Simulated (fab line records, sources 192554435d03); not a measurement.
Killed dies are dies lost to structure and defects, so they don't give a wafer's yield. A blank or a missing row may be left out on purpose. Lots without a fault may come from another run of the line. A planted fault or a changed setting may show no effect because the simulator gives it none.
fab line records | flow n5_finfet
record lots=5 wafers=15 last_day=17
route steps=1938 shown BEOL_M11@1545
lots that met no fault: from a run of the same line without faults
start_h: hours from the record's first day to the start of the lot's first wafer shown | wait_h: hours since the lot's step before | " the same as in the row above | L1.1+2: a row that stands for several wafers | - no value, or no start given | * or withheld: withheld | < > ~ a bound
route shown NAME@n: a module of which the file shows steps, and the number in the route of the first | usual: mean/standard deviation of fault-free wafers | same: alike in all rows | chamber/n: place in a boat | sites: the reading at each site | _std_site: their standard deviation | _edge_site: outer sites' mean less inner sites' | radius_mm: how far each site lies from the wafer's centre | mask NAME#n: copy n | behind: the tool/chamber that last shaped the wafer | hold: why the lot was held/for how many hours/how that ended | device: the transistor (n, p or np) that didn't switch | end of line: the same wafers' tests at the end of the route | a step without rows: its recipe alone | killed: dies lost to structure and defects at the first sort, not the wafer's yield | map: a wafer's dies, x killed, . not, _ none there
set.NAME: the setting as run; set.NAME@STEP: as run at that earlier step | model.NAME: the simulator's own value behind a step, which no gauge read
lots at some steps of the route; a table a step, a row a wafer
services: from which hour (start_h, from the record's first day; less than 0 if before it) a tool's chamber was out of use, for how many hours, and why
## steps
# step N5_BEOL_M11_SOFTBAKE_06
# recipe temp_c=110 time_s=60 resist=CAR-ArF
# step N5_BEOL_M11_EXPOSE_08
# recipe mask_id=M11 na=1.35 source_shape=dipole sigma_inner=0.411 sigma_outer=0.611 polarization=te dose_mj=53.75
# step N5_BEOL_M11_PEB_09
# recipe peb_temp_c=withheld peb_time_s=60 resist=CAR-ArF
# step N5_BEOL_M11_DEVELOP_10
# recipe develop_time_s=30 developer=TMAH resist=CAR-ArF rinse_liquid=diw dry=air_spin dev_temp_c=23
# step N5_BEOL_M11_CD_MEAS_11
# recipe target_cd_nm=64.1 landing_energy_ev=500 detector=se_inlens polarity=opening
# usual cd_nm=64.0/0.43
# columns lot.wafer tool chamber start_h wait_h cd_nm
L308.1 cd_sem-01 0 316.61 - 63.7
L308.3 " 0 " " 63.3
L308.6 " 0 " " 62.9
L312.3 cd_sem-03 0 319.21 - 64.7
L312.4 " 0 " " 64.1
L312.5 " 0 " " 63.9
L313.4 cd_sem-02 0 336.29 - 63.4
L313.5 " 0 " " 63.9
L313.6 " 0 " " 63.4
L317.1 cd_sem-01 0 346.82 - 64.0
L317.4 " 0 " " 63.8
L317.6 " 0 " " 64.0
L319.1 cd_sem-02 0 361.63 - 63.9
L319.2 " 0 " " 63.9
L319.3 " 0 " " 63.3
# step N5_BEOL_M11_OVL_MEAS_12
# recipe points_per_wafer=44
# usual M11_OVL=-0.2/0.91
# columns lot.wafer tool chamber start_h wait_h M11_OVL[nm]
L308.1 overlay-02 0 316.64 0.0 0.0
L308.3 " 0 " " 0.0
L308.6 " 0 " " 0.0
L312.3 overlay-02 0 319.24 0.0 -0.9
L312.4 " 0 " " -0.3
L312.5 " 0 " " -0.4
L313.4 overlay-02 0 336.32 0.0 0.4
L313.5 " 0 " " -1.1
L313.6 " 0 " " -0.2
L317.1 overlay-02 0 346.85 0.0 1.4
L317.4 " 0 " " 0.6
L317.6 " 0 " " 0.6
L319.1 overlay-01 0 361.66 0.0 -0.5
L319.2 " 0 " " -0.9
L319.3 " 0 " " -0.6
# step N5_BEOL_M11_INSPECT_13
# recipe mode=adi inspect_instrument=brightfield
# usual raw_defect_count=477/91
# columns lot.wafer tool chamber start_h wait_h raw_defect_count
L308.1 defect_inspect-02 - 316.67 0.0 427
L308.3 " - " " 474
L308.6 " - " " 455
L312.3 defect_inspect-01 - 319.27 0.0 452
L312.4 " - " " 490
L312.5 " - " " 451
L313.4 defect_inspect-02 - 336.34 0.0 511
L313.5 " - " " 439
L313.6 " - " " 324
L317.1 defect_inspect-01 - 346.87 0.0 432
L317.4 " - " " 585
L317.6 " - " " 577
L319.1 defect_inspect-02 - 361.69 0.0 628
L319.2 " - " " 445
L319.3 " - " " 715
# step N5_BEOL_M11_DESCUM_16
# recipe chemistry=O2 time_s=7.9 source_power_w=50 bias_power_w=20 pressure_mtorr=20 rf_frequency_hz=2.712e+07 temp_c=40 resist=CAR-ArF o2_flow_sccm=225
# usual drypump_motor_current_A=5.79/0.29 oes_product_au=0.80/0.097 rf_vpp_V=243.1/1.3 showerhead_plenum_p_Torr=2.09/0.065 temp_c=40.00/0.1 throttle_valve_pct=20.49/0.28
# columns lot.wafer tool chamber start_h wait_h drypump_motor_current_A oes_product_au rf_hours_counter_h rf_vpp_V showerhead_plenum_p_Torr temp_c throttle_valve_pct
L308.1 rie_diel-04 2 316.72 0.1 5.82 0.86 58 242.8 2.04 39.82 19.82
L308.3 " 0 " " 5.83 0.74 184 244.7 2.17 39.89 20.82
L308.6 " 3 " " 5.48 0.70 - 241.8 2.07 40.04 20.73
L312.3 rie_diel-04 1 319.30 0.0 6.24 0.89 53 244.6 2.22 39.74 20.59
L312.4 " 3 " " 5.47 0.70 244 241.9 2.07 40.07 20.73
L312.5 " 1 " " 6.25 0.89 - 245.3 2.22 39.85 20.61
L313.4 rie_diel-02 2 336.38 0.0 5.30 0.74 201 241.3 2.00 40.08 20.38
L313.5 " 3 " " 5.60 0.92 - 244.1 2.13 40.09 20.30
L313.6 " 2 " " 5.31 0.73 - 240.5 2.00 40.02 20.42
L317.1 rie_diel-06 3 346.90 0.0 6.14 0.74 140 241.8 2.01 39.84 20.64
L317.4 " 2 " " 5.77 0.68 238 244.9 2.14 40.24 20.60
L317.6 " 2 " " 5.76 0.68 - 244.0 2.14 40.01 20.60
L319.1 rie_diel-02 3 361.73 0.0 5.61 0.90 38 243.5 2.13 39.94 20.30
L319.2 " 2 " " 5.34 0.72 209 240.7 2.00 40.01 20.43
L319.3 " 1 " " 5.90 0.92 11 242.2 2.05 39.96 20.41
# step N5_BEOL_M11_ETCH_61
# recipe chemistry=CF4 target=SiARC target_depth_a=390 mask_material=CAR-ArF time_s=65 ion_energy_ev=80 pressure_mtorr=40 source_w=545 bias_w=36 Ar_flow_sccm=100 cf4_flow_sccm=100 ends=cleared
# usual drypump_motor_current_A=5.79/0.28 etch_rf_on_time_s=64.8/1.2 oes_product_au=0.69/0.08 rf_vpp_V=183.9/1.1 showerhead_plenum_p_Torr=2.14/0.064 throttle_valve_pct=15.65/0.3
# columns lot.wafer tool chamber start_h wait_h drypump_motor_current_A etch_rf_on_time_s oes_product_au rf_hours_counter_h rf_vpp_V showerhead_plenum_p_Torr throttle_valve_pct
L308.1 rie_diel-04 2 316.76 0.0 5.83 63.7 0.73 58 184.1 2.08 15.01
L308.3 " 0 " " 5.82 64.9 0.63 184 185.0 2.21 16.01
L308.6 " 3 " " 5.48 64.4 0.61 - 182.3 2.11 15.91
L312.3 rie_diel-04 1 319.33 0.0 6.24 63.6 0.76 53 184.6 2.26 15.66
L312.4 " 3 " " 5.47 65.6 0.60 244 182.3 2.11 15.91
L312.5 " 1 " " 6.25 64.1 0.75 - 185.2 2.26 15.64
L313.4 rie_diel-02 2 336.41 0.0 5.32 66.1 0.62 201 183.4 2.04 15.56
L313.5 " 3 " " 5.58 65.7 0.77 - 183.3 2.18 15.44
L313.6 " 2 " " 5.29 66.5 0.61 - 182.8 2.04 15.56
L317.1 rie_diel-06 3 346.94 0.0 6.15 66.3 0.64 140 182.6 2.06 15.82
L317.4 " 2 " " 5.79 65.0 0.59 238 183.0 2.20 15.91
L317.6 " 2 " " 5.78 64.6 0.59 - 184.5 2.20 15.90
L319.1 rie_diel-02 3 361.77 0.0 5.58 63.8 0.77 38 184.3 2.18 15.46
L319.2 " 2 " " 5.32 64.8 0.62 209 182.6 2.04 15.55
L319.3 " 1 " " 5.89 63.3 0.78 11 183.4 2.10 15.57
# step N5_BEOL_M11_ETCH_62
# recipe chemistry=N2/H2 target=SOC target_depth_a=1100 overetch_a=220 mask_material=SiARC temp_c=40 time_s=165 ion_energy_ev=200 pressure_mtorr=30 source_w=840 bias_w=150 n2_flow_sccm=200 h2_flow_sccm=200
# usual drypump_motor_current_A=5.80/0.29 oes_product_au=0.68/0.075 rf_vpp_V=523.8/2.4 showerhead_plenum_p_Torr=2.54/0.079 temp_c=40.00/0.098 throttle_valve_pct=17.9/0.31
# columns lot.wafer tool chamber start_h wait_h drypump_motor_current_A oes_product_au rf_hours_counter_h rf_vpp_V showerhead_plenum_p_Torr temp_c throttle_valve_pct
L308.1 rie_diel-04 2 316.81 0.0 5.82 0.72 58 521.7 2.48 39.94 17.2
L308.3 " 0 " " 5.85 0.63 184 527.1 2.64 39.83 18.2
L308.6 " 3 " " 5.45 0.59 - 522.9 2.51 40.10 18.2
L312.3 rie_diel-04 1 319.38 0.0 6.27 0.74 53 529.9 2.69 40.07 17.9
L312.4 " 3 " " 5.46 0.60 244 523.8 2.51 39.97 18.2
L312.5 " 1 " " 6.25 0.74 - 527.1 2.69 39.91 18.0
L313.4 rie_diel-02 2 336.46 0.0 5.32 0.62 201 518.9 2.43 40.04 17.8
L313.5 " 3 " " 5.61 0.77 - 525.0 2.59 40.12 17.7
L313.6 " 2 " " 5.32 0.61 - 520.9 2.43 39.99 17.8
L317.1 rie_diel-06 3 346.99 0.0 6.14 0.64 140 521.1 2.44 39.97 18.0
L317.4 " 2 " " 5.77 0.58 238 524.4 2.62 39.87 18.1
L317.6 " 2 " " 5.77 0.59 - 526.1 2.62 39.93 18.1
L319.1 rie_diel-02 3 361.82 0.0 5.60 0.75 38 524.9 2.58 39.99 17.7
L319.2 " 2 " " 5.30 0.61 209 520.7 2.42 39.93 17.8
L319.3 " 1 " " 5.91 0.77 11 522.6 2.48 39.97 17.7
# step N5_BEOL_M11_STRIP_68
# recipe chemistry=N2/H2 temp_c=40 n2_flow_sccm=200 h2_flow_sccm=200 rf_frequency_hz=6e+07
# step N5_BEOL_M11_STRIP_67
# recipe chemistry=CF4 resist=SiARC power_w=300 bias_power_w=75 pressure_mtorr=50 cf4_flow_sccm=150 rf_frequency_hz=6e+07
# usual drypump_motor_current_A=5.79/0.29 oes_product_au=0.80/0.088 power_w=299.9/0.82 rf_vpp_V=271.2/1.4 showerhead_plenum_p_Torr=1.79/0.054 throttle_valve_pct=13.6/0.31
# columns lot.wafer tool chamber start_h wait_h drypump_motor_current_A oes_product_au power_w rf_hours_counter_h rf_vpp_V showerhead_plenum_p_Torr throttle_valve_pct
L308.1 rie_diel-04 2 316.95 0.0 5.82 0.84 299.1 58 271.1 1.75 13.0
L308.3 " 0 " " 5.83 0.75 299.0 184 273.0 1.86 14.0
L308.6 " 3 " " 5.44 0.71 298.7 - 269.3 1.77 13.9
L312.3 rie_diel-04 1 319.53 0.0 6.24 0.87 300.1 53 273.7 1.89 13.6
L312.4 " 3 " " 5.45 0.70 301.8 244 270.6 1.77 13.9
L312.5 " 1 " " 6.23 0.88 299.8 - 274.1 1.89 13.6
L313.4 rie_diel-02 2 336.61 0.0 5.31 0.73 299.9 201 269.9 1.71 13.5
L313.5 " 3 " " 5.59 0.90 299.3 - 272.6 1.83 13.4
L313.6 " 2 " " 5.30 0.73 300.0 - 269.9 1.71 13.6
L317.1 rie_diel-06 3 347.14 0.0 6.17 0.76 300.8 140 270.4 1.73 13.8
L317.4 " 2 " " 5.77 0.69 299.4 238 272.9 1.84 13.9
L317.6 " 2 " " 5.78 0.69 298.6 - 272.6 1.85 13.9
L319.1 rie_diel-02 3 361.96 0.0 5.58 0.89 299.6 38 271.5 1.83 13.4
L319.2 " 2 " " 5.32 0.72 298.4 209 268.6 1.71 13.6
L319.3 " 1 " " 5.89 0.92 299.4 12 270.8 1.76 13.5
# step N5_BEOL_M11_HM_OPEN_17
# recipe chemistry=Cl2/BCl3 target_depth_a=200 overetch_a=60 target=TiN mask_material=SOC ion_energy_ev=150 pressure_mtorr=10 icp_w=1000 bias_w=126 Cl2_flow_sccm=53.25 bcl3_flow_sccm=21.75 Ar_flow_sccm=25
# usual drypump_motor_current_A=5.7/0.41 oes_product_au=0.65/0.059 throttle_valve_pct=22.04/0.094
# columns lot.wafer tool chamber start_h wait_h drypump_motor_current_A oes_product_au rf_hours_counter_h throttle_valve_pct model.SOC_of_BEOL_M11_COAT_59.thk_nm
L308.1 rie_metal-03 1 316.99 0.0 5.7 0.58 86 22.05 92
L308.3 " 1 " " 5.7 0.58 - 22.07 92.2
L308.6 " 1 " " 5.7 0.58 - 22.05 92.4
L312.3 rie_metal-02 0 319.60 0.1 5.9 0.72 - 21.89 92.2
L312.4 " 1 " " 5.5 0.60 - 22.19 92.6
L312.5 " 0 " " 5.9 0.72 - 21.87 92.2
L313.4 rie_metal-02 1 336.68 0.1 5.4 0.58 - 22.20 92.2
L313.5 " 1 " " 5.5 0.58 - 22.19 92.6
L313.6 " 0 " " 5.9 0.70 - 21.90 92.2
L317.1 rie_metal-03 0 347.18 0.0 5.2 0.70 25 22.06 93.4
L317.4 " 1 " " 5.6 0.58 - 22.06 92
L317.6 " 1 " " 5.7 0.58 - 22.06 93.6
L319.1 rie_metal-01 1 362.00 0.0 5.8 0.60 77 21.95 92.4
L319.2 " 0 " " 6.6 0.66 39 22.09 92
L319.3 " 1 " " 5.9 0.61 - 21.97 92.2
# step N5_BEOL_M11_STRIP_19
# recipe chemistry=O2 power_w=400 temp_c=40 pressure_mtorr=30 rf_frequency_hz=6e+07 bias_power_w=0 overash_fraction=0.2 o2_flow_sccm=225
# usual drypump_motor_current_A=5.85/0.24 oes_product_au=0.81/0.092 rf_vpp_V=3.7/0.65 showerhead_plenum_p_Torr=2.11/0.063 temp_c=39.99/0.1 throttle_valve_pct=16.71/0.3
# columns lot.wafer tool chamber start_h wait_h drypump_motor_current_A oes_product_au rf_hours_counter_h rf_vpp_V showerhead_plenum_p_Torr temp_c throttle_valve_pct
L308.1 rie_diel-02 2 317.11 0.1 5.33 0.74 194 2.8 2.01 39.98 16.67
L308.3 " 3 " " 5.61 0.93 22 3.7 2.14 40.03 16.49
L308.6 " 2 " " 5.31 0.73 - 3.6 2.01 39.97 16.66
L312.3 rie_diel-06 0 319.68 0.1 5.85 0.90 24 3.4 2.14 39.79 16.71
L312.4 " 1 " " 5.98 0.91 - 4.3 2.15 39.92 16.39
L312.5 " 3 " " 6.15 0.76 - 2.7 2.02 39.72 16.89
L313.4 rie_diel-02 1 336.76 0.1 5.88 0.94 5 4.0 2.05 39.80 16.60
L313.5 " 0 " " 6.11 0.71 - 3.5 2.08 40.08 17.01
L313.6 " 1 " " 5.88 0.94 - 4.1 2.05 39.80 16.64
L317.1 rie_diel-02 0 347.34 0.1 6.10 0.72 220 3.2 2.08 40.07 17.03
L317.4 " 1 " " 5.90 0.93 7 3.4 2.05 39.79 16.61
L317.6 " 0 " " 6.09 0.72 - 3.4 2.08 40.21 17.01
L319.1 rie_diel-04 2 362.15 0.1 5.80 0.84 72 3.0 2.04 40.20 16.13
L319.2 " 1 " " 6.24 0.86 68 4.6 2.22 40.11 16.82
L319.3 " 0 " " 5.81 0.73 199 3.7 2.17 40.04 17.12
## services
# columns tool chamber start_h hours kind
rie_diel-02 1 298.96 - clean
rie_diel-02 1 298.96 - consumable_replace:focus_ring
rie_diel-02 1 298.96 24.0 scheduled_down
rie_diel-02 1 298.96 24.0 vent_cycle
rie_diel-04 2 300.05 8.2 repair
rie_diel-06 2 315.03 5.0 repair
rie_diel-04 2 334.34 3.7 repair
rie_diel-04 3 338.15 - clean
rie_diel-04 3 338.15 - consumable_replace:focus_ring
rie_diel-04 3 338.15 16.6 scheduled_down
rie_diel-04 3 338.15 16.6 vent_cycle
## key
first_sign none at tools or gauges
model_effect step=N5_BEOL_M11_HM_OPEN_17 value=SOC_of_BEOL_M11_COAT_59.thk_nm without=91.9 struck=93.5
met_at N5_BEOL_M11_HM_OPEN_17
struck_wafers L317.1,L317.6
sort_left_out L317.1,L317.6
onset_between 316.99 347.18
fault kind=process_parameter_drift tool=rie_metal-03 chamber=- onset_h=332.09 steps=N5_BEOL_M11_HM_OPEN_17 channel=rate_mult offset=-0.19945 shape=step end_h=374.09 scope=struck_wafers_only
# sort_left_out: the simulated sort isn't trusted on such a fault, so these wafers' sort isn't shown, and their yield isn't known
